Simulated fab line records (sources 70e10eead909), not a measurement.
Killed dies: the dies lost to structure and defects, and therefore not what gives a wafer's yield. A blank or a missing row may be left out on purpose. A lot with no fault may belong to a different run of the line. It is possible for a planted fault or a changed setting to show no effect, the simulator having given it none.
A lot that was struck, set against a sound lot	flow nand harc	14 out of 1159 route steps
Sound: wafers L119.2, L119.4, L119.6. The struck wafers were L128.1, L128.3, L128.6. The cause comes at the end.
At each step with rows: each side's tool, then ch and its chambers, then its first start. Under that, the readings that differ: sound wafers	struck wafers	difference of the means	sigmas: that difference in standard deviations of wafers without a fault.
alike: words and numbers the same on both sides, and readings whose means are apart by under 2 such deviations; not compared: readings that were withheld, readings missing a value for some wafer, numbers with overlapping values and no deviation given by the record, and bounds like >300 which may hide the same value.
Wherever a step has rows on one side only, a row that says differs or no value, or a row with sigmas, the two part there. Non-overlapping numbers with no deviation appear without sigmas and do not part them. A reading missing from all wafers of one side parts the sides only when that side holds two or more wafers.

first, 1 step without rows for these wafers: NHARC_A_CONTACT_DEVELOP_41 (develop time 35 s).
NHARC_A_CONTACT_CD_MEAS_42: the cd target is 200 nm.
  sound on cd sem-01 ch 0, day 16 08:39; struck on cd sem-02 ch 0, day 18 22:17
  alike: cd nm
NHARC_A_CONTACT_OVL_MEAS_43:
  sound: overlay-02 at day 16 08:44; struck: overlay-01 at day 18 22:23
  alike: overlay x nm, overlay y nm
NHARC_A_CONTACT_INSPECT_44:
  sound: defect inspect-01 at day 16 08:47; struck: defect inspect-01 at day 18 22:25
  alike: raw defect count
then, 2 steps without rows for these wafers: NHARC_A_CONTACT_DESCUM_47 (chemistry O2, time 3 s); NHARC_A_CONTACT_ETCH_48 (etches the open film in CF4, target depth 39 nm, time 65 s).
NHARC_A_CONTACT_ETCH_49: etches the open film in N2/H2, target depth 260 nm, time 475.3 s.
  sound: rie diel-01 ch 1,3; struck: rie diel-01 ch 0,3
  alike: bias w, chamber pressure mTorr, drypump motor current A, n2 flow sccm, oes product au, rf vpp V, showerhead plenum p Torr, throttle valve pct
  not compared: rf hours counter h
NHARC_A_CONTACT_ETCH_50: etches the open film in CF4/CHF3, target depth 84.7 nm, time 42.4 s.
  sound: rie diel-01 ch 1,2; struck: rie diel-01 ch 0,2,3
  alike: bias w, cf4 flow sccm, drypump motor current A, oes product au, rf vpp V, showerhead plenum p Torr, throttle valve pct
  not compared: rf hours counter h
NHARC_A_CONTACT_ETCH_51: etches the open film in O2/COS, target depth 3600 nm, time 936 s.
  sound: rie diel-01 ch 0,1,3; struck: rie diel-01 ch 0,1,3
  alike: bias w, chamber pressure mTorr, cos flow sccm, drypump motor current A, oes product au, rf vpp V, showerhead plenum p Torr, throttle valve pct
  not compared: rf hours counter h
NHARC_A_CONTACT_ETCH_111: etches the open film in C4F8/O2/Ar, time 140 s, target depth 700 nm.
  sound on har cap etch-03 ch 1, day 16 10:07; struck on har cap etch-01 ch 0,1, day 18 23:44
  alike: chamber pressure mTorr, oes air line au
  not compared: rf hours counter h
then, 2 steps without rows for these wafers: NHARC_A_CONTACT_ETCH_112 (etches the open film in C4F8/O2/Ar, time 94 s, target depth 922 nm); NHARC_A_CONTACT_ETCH_113 (etches the open film in C4F8/O2/Ar, time 94 s, target depth 922 nm).
NHARC_A_CONTACT_ETCH_114: etches the open film in C4F8/O2/Ar, time 94 s, target depth 922 nm.
  sound on har cap etch-03 ch 1, day 16 10:30; struck on har cap etch-01 ch 0,1, day 19 00:07
  no value came back on the struck wafers for chamber pressure mTorr (mTorr), oes air line au (a.u.); on the sound wafers chamber pressure mTorr (mTorr) reads 19.978 20.044 19.987
  not compared: rf hours counter h
NHARC_A_CONTACT_ETCH_115: etches the open film in C4F8/O2/Ar, time 94 s, target depth 922 nm.
  sound on har cap etch-03 ch 1, day 16 10:35; struck on har cap etch-01 ch 0,1, day 19 00:12
  alike: chamber pressure mTorr, oes air line au
  not compared: rf hours counter h

== WHERE THEY PART ==
Within this record, at NHARC_A_CONTACT_ETCH_114 only. Later steps at which nothing parts them and some readings are alike: NHARC_A_CONTACT_ETCH_115.

WHY: what the simulator had put in
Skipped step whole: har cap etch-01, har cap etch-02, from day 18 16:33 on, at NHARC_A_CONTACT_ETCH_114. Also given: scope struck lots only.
